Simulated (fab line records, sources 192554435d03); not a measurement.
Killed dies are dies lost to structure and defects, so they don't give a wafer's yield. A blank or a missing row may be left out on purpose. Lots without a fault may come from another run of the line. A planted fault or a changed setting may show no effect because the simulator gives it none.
Split-lot experiment | flow n5_finfet | 7 lots, 21 wafers read, on a route of 1938 steps

THE SPLIT
At N5_BEOL_M4_EXPOSE_08 (exposes mask M4), the setting dose_mj was moved away from the recipe's 41.25 on 7 of the 21 wafers read, by -4.8% to +5.5%. The other wafers ran this setting at the recipe's value.

FROM THE SPLIT TO THE READING: what the file shows between them, 6 steps
- N5_BEOL_M4_DESCUM_16: chemistry O2, time 7 s (also split here: time_s)
- N5_BEOL_M4_ETCH_74: etches underlayer in N2/H2, target depth 6.5 nm, time 5.2 s
- N5_BEOL_M4_ETCH_63: etches SiARC in CF4, target depth 15.6 nm, time 26 s
- N5_BEOL_M4_ETCH_64: etches SOC in N2/H2, target depth 75 nm, overetch 22.5 nm, time 121.9 s
- N5_BEOL_M4_STRIP_75: strips in N2/H2
- N5_BEOL_M4_STRIP_66: strips in CF4

THE READING
BEOL_M4.cd_offset_nm (the simulator's own value, which no gauge read), in nm, at N5_BEOL_M4_HM_OPEN_17 (chemistry Cl2/BCl3, target TiN, target depth 20 nm, overetch 6 nm). The file gives no usual value for it. The 14 wafers here that ran the recipe average 0.1 nm, standard deviation 0.22 nm.

wafer  | tool, chamber at the split | dose_mj as run | against the recipe | BEOL_M4.cd_offset_nm, nm | against lot-mates on the recipe
L076.1 | euv_scanner-01, 0          | 42.37          | +2.7%              | 0.4                      | +0.2
L076.3 | euv_scanner-01, 0          | 42.37          | +2.7%              | 0.4                      | +0.2
L076.5 | euv_scanner-01, 0          | 41.25          | recipe             | 0.2                      | -
L077.1 | euv_scanner-02, 0          | 39.27          | -4.8%              | -1.2                     | no lot-mate on the recipe
L077.2 | euv_scanner-02, 0          | 39.27          | -4.8%              | -1.4                     | no lot-mate on the recipe
L077.4 | euv_scanner-02, 0          | 39.27          | -4.8%              | -1                       | no lot-mate on the recipe
L081.2 | euv_scanner-02, 0          | 41.25          | recipe             | 0                        | -
L081.5 | euv_scanner-02, 0          | 41.25          | recipe             | 0                        | -
L081.3 | euv_scanner-02, 0          | 41.25          | recipe             | -0.2                     | -
L086.4 | euv_scanner-02, 0          | 41.25          | recipe             | 0.2                      | -
L086.6 | euv_scanner-02, 0          | 41.25          | recipe             | 0.2                      | -
L086.5 | euv_scanner-02, 0          | 41.25          | recipe             | 0.4                      | -
L092.1 | euv_scanner-02, 0          | 41.25          | recipe             | 0.2                      | -
L092.6 | euv_scanner-02, 0          | 41.25          | recipe             | 0.2                      | -
L092.3 | euv_scanner-02, 0          | 41.25          | recipe             | 0.4                      | -
L094.1 | euv_scanner-01, 0          | 41.25          | recipe             | -0.4                     | -
L094.5 | euv_scanner-01, 0          | 43.53          | +5.5%              | 1                        | +1.3
L094.6 | euv_scanner-01, 0          | 41.25          | recipe             | -0.2                     | -
L096.1 | euv_scanner-02, 0          | 41.25          | recipe             | 0                        | -
L096.5 | euv_scanner-02, 0          | 41.25          | recipe             | 0                        | -
L096.6 | euv_scanner-02, 0          | 40.21          | -2.5%              | -0.4                     | -0.4

THE FIT
A straight line over all 21 wafers: BEOL_M4.cd_offset_nm changes by +0.215 nm for each +1% of dose_mj; r = +0.92; the points scatter about the line by 0.23 nm.
The same after taking each lot's own level away (the mean of its wafers on the recipe; 18 wafers): +0.182 nm for each +1%; r = +0.90; scatter 0.15 nm.
On that fit, the largest move of dose_mj shifts the reading by 1 nm.
The lots' own levels span -0.30 to 0.27 nm, that is 2.6 times the standard deviation above.
So the lot-to-lot level changes the slope: the two fits differ.
Check: with one of the wafers moved furthest among these (+5.5%) left out of the fit, the line predicts +0.545 nm for it against its lot-mates. It came out at +1.3 nm against them.

OTHER SPLITS ON THESE WAFERS
These wafers also went through other splits before the reading. Each is held against what the fit with the lots' levels taken away leaves over:
other split on the same wafers    | wafers away from the commonest value | r with BEOL_M4.cd_offset_nm (lot level and that fit taken away)
N5_BEOL_M0_SAQP_COAT_34 spin_rpm  | 3                                    | +0.16
N5_BEOL_M1_EXPOSE_25 dose_mj      | 7                                    | -0.47
N5_BEOL_M2_ILD_DEP_00 time_s      | 8                                    | +0.62
N5_BEOL_M3_ETCH_41 target_depth_a | 4                                    | +0.33
N5_BEOL_M4_DESCUM_16 time_s       | 5                                    | +0.28

THE WHOLE CHAIN: every reading that the file lists as answering this split, in the file's order
step                  | what it does                                                      | reading                                                               | change (the file's fit)               | r (the file's)
N5_BEOL_M4_ETCH_74    | etches underlayer in N2/H2, target depth 6.5 nm, time 5.2 s       | BEOL_M4.cd_offset_nm (the simulator's own value, which no gauge read) | +0.171 nm for each +1% of the setting | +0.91
N5_BEOL_M4_HM_OPEN_17 | chemistry Cl2/BCl3, target TiN, target depth 20 nm, overetch 6 nm | BEOL_M4.cd_offset_nm (the simulator's own value, which no gauge read) | +0.197 nm for each +1% of the setting | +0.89

THE FILE'S OWN FIT
BEOL_M4.cd_offset_nm changes by +0.197 nm for each +1% of dose_mj, r = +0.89.
